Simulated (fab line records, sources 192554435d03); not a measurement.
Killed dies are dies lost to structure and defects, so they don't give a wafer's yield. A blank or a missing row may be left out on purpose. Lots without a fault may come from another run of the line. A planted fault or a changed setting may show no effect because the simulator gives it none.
A struck lot beside a sound one | flow n5_finfet | 22 steps out of a route of 1938
Sound: wafers L710.1, L710.2, L710.6. Struck: wafers L706.1, L706.2, L706.5. The cause comes at the end.
At each step with rows: each side's tool, then ch and its chambers, then its first start. Under that, the readings that differ: sound wafers | struck wafers | difference of the means | sigmas: that difference in standard deviations of wafers without a fault.
alike: readings whose means differ by less than 2 such deviations, and words and numbers that are the same on both sides. not compared: withheld readings, readings that some wafer has no value for, bounds like >300 that may hide the same value, and numbers for which the record gives no deviation and whose values overlap.
The two part at a step that has a row with sigmas, a row that says differs or no value, or rows on one side only. Numbers that don't overlap but have no deviation are shown without sigmas and don't part them. A reading that every wafer of one side lacks parts them only if that side has two wafers or more.

first, 10 steps without rows for these wafers: N5_WELL_APT_DESCUM_30 (chemistry O2, time 7.9 s); N5_WELL_APT_IMPLANT_31; N5_WELL_APT_IMPLANT_32; N5_WELL_APT_STRIP_33 (strips in SPM, time 900 s); N5_WELL_APT_RTA_34 (time 10 s); N5_WELL_APT_OXIDE_STRIP_42 (strips SiO2 in dHF, time 45 s, target depth 12 nm); N5_WELL_APT_PRECLEAN_36 (cleans in O3/DIW, time 45 s); N5_WELL_APT_PRECLEAN_39 (cleans in dHF, time 60 s); N5_WELL_APT_SRD_37 (time 30 s); N5_WELL_APT_EPI_41 (deposits Si from SiH4/H2, target thk 50 nm, time 297.7 s).
N5_PMOS_HMC_CHANNEL_EPI_HM_DEP_34: deposits SiO2 from TEOS/O2, target thk 36 nm, time 6.9 s.
  sound on pecvd-04 ch 0,1, day 7 11:22; struck on pecvd-03 ch 0,2, day 6 11:07
  alike: chamber_pressure_Torr, heater_power_w, showerhead_plenum_p_Torr, showerhead_vpp_V, susceptor_temp_C, throttle_valve_pct
then, 7 steps without rows for these wafers: N5_PMOS_HMC_CHANNEL_EPI_COAT_31 (time 60 s, resist thk 66 nm); N5_PMOS_HMC_CHANNEL_EPI_COAT_03 (resist thk 205 nm); N5_PMOS_HMC_CHANNEL_EPI_EBR_05; N5_PMOS_HMC_CHANNEL_EPI_SOFTBAKE_04 (time 60 s); N5_PMOS_HMC_CHANNEL_EPI_EXPOSE_06 (exposes mask PMOS HMC BLK, target cd 240 nm); N5_PMOS_HMC_CHANNEL_EPI_PEB_07 (peb time 60 s); N5_PMOS_HMC_CHANNEL_EPI_DEVELOP_08 (develop time 30 s).
N5_PMOS_HMC_CHANNEL_EPI_INSPECT_11: inspects for defects (macro).
  sound on defect_inspect-01, day 7 11:41; struck on defect_inspect-02, day 6 11:27
  reading          | sound | struck       | difference | sigmas
  raw_defect_count | 5 0 3 | >300 272 294 | differs    |
then, 1 step without rows for these wafers: N5_PMOS_HMC_CHANNEL_EPI_DESCUM_14 (chemistry O2, time 7.9 s).
-- the record jumps here: 7 days lie between the struck wafers' starts before and after (it left off in module PMOS_HMC_CHANNEL_EPI and takes up again in module BEOL_M4, whose first step shown is number 1111 of the route) --
N5_BEOL_M4_RC_MEAS_101:
  sound on prober-01 ch 0, day 14 15:51; struck on prober-02 ch 0, day 13 08:58
  alike: DIBL_N, DIBL_P, IOFF_N, IOFF_P, ION_N, ION_P, SS_N, SS_P, VT_N, VT_P
-- the record jumps here: 5 days lie between the struck wafers' starts before and after (it left off in module BEOL_M4 and takes up again in module PASSIVATION, whose first step shown is number 1936 of the route) --
N5_PASSIVATION_PROBE_49:
  the record has rows for the struck wafers here (prober-01, day 18 10:34) and none for the sound ones

WHERE THEY PART
First at N5_PMOS_HMC_CHANNEL_EPI_INSPECT_11; last, within this record, at N5_PASSIVATION_PROBE_49.

WHY: what the simulator had put in
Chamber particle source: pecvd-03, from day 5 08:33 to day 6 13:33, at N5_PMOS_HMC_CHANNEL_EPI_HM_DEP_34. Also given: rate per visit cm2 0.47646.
